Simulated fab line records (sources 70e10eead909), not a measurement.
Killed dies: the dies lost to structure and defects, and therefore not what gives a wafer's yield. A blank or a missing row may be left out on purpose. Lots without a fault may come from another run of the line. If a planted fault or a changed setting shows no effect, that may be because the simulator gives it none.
Chamber matching | flow nand_harc | NHARC_A_STAIRCASE_ETCH_292 on rie_diel-04 has 4 sister chambers
The step etches the open film in CF4/CHF3. 22 wafers are shown with their chamber, then 10 later ones without.

EACH WAFER AND ITS CHAMBER
wafer  | chamber | showerhead_plenum_p_Torr (Torr) | drypump_motor_current_A (A) | rf_vpp_V (V)
L078.2 | 1       | 1.62                            | 6.7                         | 372.8
L078.3 | 3       | 1.53                            | 6.0                         | 368.1
L078.4 | 2       | 1.52                            | 6.3                         | 369.6
L079.1 | 0       | 1.47                            | 6.1                         | 369.3
L079.4 | 2       | 1.52                            | 6.3                         | 368.5
L079.5 | 1       | 1.62                            | 6.7                         | 372.8
L081.2 | 2       | 1.52                            | 6.3                         | 369.1
L081.5 | 1       | 1.62                            | 6.7                         | 372.1
L081.6 | 2       | 1.52                            | 6.3                         | 367.2
L082.1 | 3       | 1.53                            | 6.0                         | 368.4
L082.2 | 0       | 1.47                            | 6.1                         | 366.5
L082.6 | 1       | 1.61                            | 6.8                         | 371.4
L083.1 | 3       | 1.53                            | 6.0                         | 368.4
L083.2 | 1       | 1.61                            | 6.7                         | 371.7
L083.6 | 2       | 1.52                            | 6.3                         | 368.9
L086.2 | 1       | 1.61                            | 6.7                         | 371.9
L086.4 | 2       | 1.51                            | 6.3                         | 367.5
L086.6 | 0       | 1.47                            | 6.0                         | 368.0
L085.1 | 3       | 1.53                            | 6.0                         | 367.7
L085.5 | 0       | 1.47                            | 6.0                         | 368.0
L089.2 | 1       | 1.61                            | 6.8                         | 371.3
L089.3 | 0       | 1.46                            | 6.0                         | 366.9

SIGNATURES (averages over the wafers above)
reading                  | chamber 0 | chamber 1 | chamber 2 | chamber 3 | scatter within a chamber
showerhead_plenum_p_Torr | 1.4680    | 1.6143    | 1.5183    | 1.5300    | 0.00431
drypump_motor_current_A  | 6.040     | 6.729     | 6.300     | 6.000     | 0.0382
rf_vpp_V                 | 367.740   | 372.000   | 368.467   | 368.150   | 0.81
Rule: a wafer's distance from a chamber is the root of the sum, over the readings, of the square of ((its reading less the chamber's mean) divided by the reading's scatter). If the next closest chamber is less than 2 further off than the closest, the wafer can't be placed; otherwise it belongs to the closest. How the scatter is found: for the shown wafers, subtract from each reading the mean of its chamber, square and add these, divide the total by (wafers less chambers), then take the root.

WAFERS WHOSE CHAMBER IS MISSING
wafer  | showerhead_plenum_p_Torr (Torr) | drypump_motor_current_A (A) | rf_vpp_V (V)
L089.4 | 1.51                            | 6.3                         | 368.5
L095.1 | 1.60                            | 6.8                         | 372.5
L095.3 | 1.51                            | 6.3                         | 367.3
L095.5 | 1.52                            | 6.0                         | 369.3
L093.1 | 1.70                            | 6.0                         | 374.8
L093.4 | 1.52                            | 6.0                         | 368.7
L093.6 | 1.52                            | 6.0                         | 366.8
L096.2 | 1.60                            | 6.7                         | 372.5
L096.5 | 1.52                            | 6.0                         | 368.3
L096.6 | 1.51                            | 6.3                         | 366.5

CHAMBER TAKEN BY EACH
wafer  | from the rows above | in truth
L089.4 | 2                   | 2
L095.1 | 1                   | 1
L095.3 | 2                   | 2
L095.5 | 3                   | 3
L093.1 | 1                   | 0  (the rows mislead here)
L093.4 | 3                   | 3
L093.6 | 3                   | 3
L096.2 | 1                   | 1
L096.5 | 3                   | 3
L096.6 | 2                   | 2
Correctly placed: 9 of 10. Can't be placed from these rows: 0. Wrongly placed: 1.
